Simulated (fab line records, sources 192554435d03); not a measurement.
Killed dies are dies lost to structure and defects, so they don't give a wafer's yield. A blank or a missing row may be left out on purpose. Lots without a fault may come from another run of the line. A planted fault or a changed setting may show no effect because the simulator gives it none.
Split-lot experiment | flow n5_finfet | 7 lots, 21 wafers read, on a route of 1938 steps

THE SPLIT
At N5_BEOL_M8_DEP_56 (deposits SiCN from 3MS/NH3, target thk 10 nm, time 17.5 s), the setting time_s was moved away from the recipe's 17.5 s on 6 of the 21 wafers read, by -11.9% to +13.6%. The other wafers ran this setting at the recipe's value.

The reading is taken at the split's own step.

THE READING
SiCN_of_BEOL_M8_DEP_56.thk_nm (the simulator's own value, which no gauge read), in nm, at N5_BEOL_M8_DEP_56 (deposits SiCN from 3MS/NH3, target thk 10 nm, time 17.5 s). The file gives no usual value for it. The 15 wafers here that ran the recipe average 9.9 nm, standard deviation 0.15 nm.

wafer  | tool, chamber at the split | time_s as run, s | against the recipe | SiCN_of_BEOL_M8_DEP_56.thk_nm, nm | against lot-mates on the recipe
L078.2 | pecvd-04, 0                | 15.42            | -11.9%             | 9                                 | -1.2
L078.3 | pecvd-04, 2                | 15.42            | -11.9%             | 8.6                               | -1.6
L078.5 | pecvd-04, 0                | 17.5             | recipe             | 10.2                              | -
L081.1 | pecvd-02, 2,1              | 17.5             | recipe             | 10                                | -
L081.2 | pecvd-02, 2,1              | 17.5             | recipe             | 10                                | -
L081.4 | pecvd-02, 2                | 18.94            | +8.2%              | 11                                | +1.0
L084.1 | pecvd-04, 0,1              | 17.5             | recipe             | 10                                | -
L084.6 | pecvd-04, 0,1              | 17.5             | recipe             | 10                                | -
L084.3 | pecvd-04, 1                | 19.88            | +13.6%             | 11.2                              | +1.2
L087.1 | pecvd-02, 2                | 17.5             | recipe             | 9.8                               | -
L087.3 | pecvd-02, 1                | 17.5             | recipe             | 10                                | -
L087.4 | pecvd-02, 1                | 17.5             | recipe             | 10.2                              | -
L090.1 | pecvd-03, 2                | 18.78            | +7.3%              | 10.8                              | +0.8
L090.3 | pecvd-03, 0,1              | 17.5             | recipe             | 10                                | -
L090.5 | pecvd-03, 0,1              | 17.5             | recipe             | 10                                | -
L089.1 | pecvd-02, 1,0,2            | 17.5             | recipe             | 9.8                               | -
L089.2 | pecvd-02, 1,0,2            | 17.5             | recipe             | 9.8                               | -
L089.3 | pecvd-02, 1,0,2            | 17.5             | recipe             | 9.8                               | -
L094.3 | pecvd-02, 2                | 17.5             | recipe             | 9.6                               | -
L094.5 | pecvd-02, 1                | 17.5             | recipe             | 10                                | -
L094.6 | pecvd-02, 2                | 16.8             | -4.0%              | 9.6                               | -0.2
Where a row lists several chambers, the file gives one row for several wafers and doesn't say which wafer went through which chamber.

THE FIT
A straight line over all 21 wafers: SiCN_of_BEOL_M8_DEP_56.thk_nm changes by +0.1 nm for each +1% of time_s; r = +0.96; the points scatter about the line by 0.16 nm.
The same after taking each lot's own level away (the mean of its wafers on the recipe; 21 wafers): +0.107 nm for each +1%; r = +0.97; scatter 0.15 nm.
On that fit, the largest move of time_s shifts the reading by 1.5 nm.
The lots' own levels span 9.80 to 10.20 nm, that is 2.6 times the standard deviation above.
So the lot-to-lot level changes the slope little: the two slopes agree.
Check: with one of the wafers moved furthest among these (+13.6%) left out of the fit, the line predicts +1.57 nm for it against its lot-mates. It came out at +1.2 nm against them.

OTHER SPLITS ON THESE WAFERS
These wafers also went through other splits before the reading. Each is held against what the fit with the lots' levels taken away leaves over:
other split on the same wafers  | wafers away from the commonest value | r with SiCN_of_BEOL_M8_DEP_56.thk_nm (lot level and that fit taken away)
N5_BEOL_M7_EXPOSE_08 dose_mj    | 7                                    | -0.17
N5_BEOL_M7_EXPOSE_25 dose_mj    | 8                                    | +0.03
N5_BEOL_M7_VIA_ETCH_34 source_w | 5                                    | +0.10

THE FILE'S OWN FIT
SiCN_of_BEOL_M8_DEP_56.thk_nm changes by +0.103 nm for each +1% of time_s, r = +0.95.
